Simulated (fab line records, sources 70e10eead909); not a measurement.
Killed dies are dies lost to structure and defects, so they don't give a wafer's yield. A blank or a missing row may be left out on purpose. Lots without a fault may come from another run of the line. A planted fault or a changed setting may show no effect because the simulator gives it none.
Chamber matching | flow nand_harc | NHARC_P_ZERO_WELL_DESCUM_26 on rie_diel-05: 4 sister chambers
The step chemistry O2, time 3 s. 4 wafers are shown with their chamber, then 8 later ones without.

WAFERS WITH THEIR CHAMBER
wafer  | chamber | drypump_motor_current_A (A)
L242.6 | 0       | 6.0
L251.3 | 1       | 5.7
L251.6 | 2       | 4.9
L258.1 | 3       | 5.6

WAFERS WITHOUT THEIR CHAMBER
wafer  | drypump_motor_current_A (A)
L258.2 | 5.7
L258.6 | 6.0
L260.2 | 5.7
L260.3 | 4.9
L260.6 | 5.6
L262.3 | 5.0
L262.4 | 6.0
L262.5 | 6.0

WHICH CHAMBER EACH WENT THROUGH
wafer  | from the rows above | in truth
L258.2 | 1                   | 1
L258.6 | 0                   | 0
L260.2 | 1                   | 1
L260.3 | 2                   | 2
L260.6 | 3                   | 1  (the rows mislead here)
L262.3 | 2                   | 2
L262.4 | 0                   | 0
L262.5 | 0                   | 0
Placed correctly: 7 of 8. Can't be placed from these rows: 0. Placed wrongly: 1.
How it was worked out, from the rows above alone: a wafer's distance from a chamber is the root of the sum, over the readings, of the square of ((its reading less the chamber's mean) divided by the reading's scatter). The wafer belongs to the nearest chamber; if the next one is less than 2 further off, it can't be placed. A chamber's mean is the mean of its shown wafers. The scatter: with one shown wafer a chamber, the root of the mean of the squares of how far each hidden wafer lies from its nearest shown one.
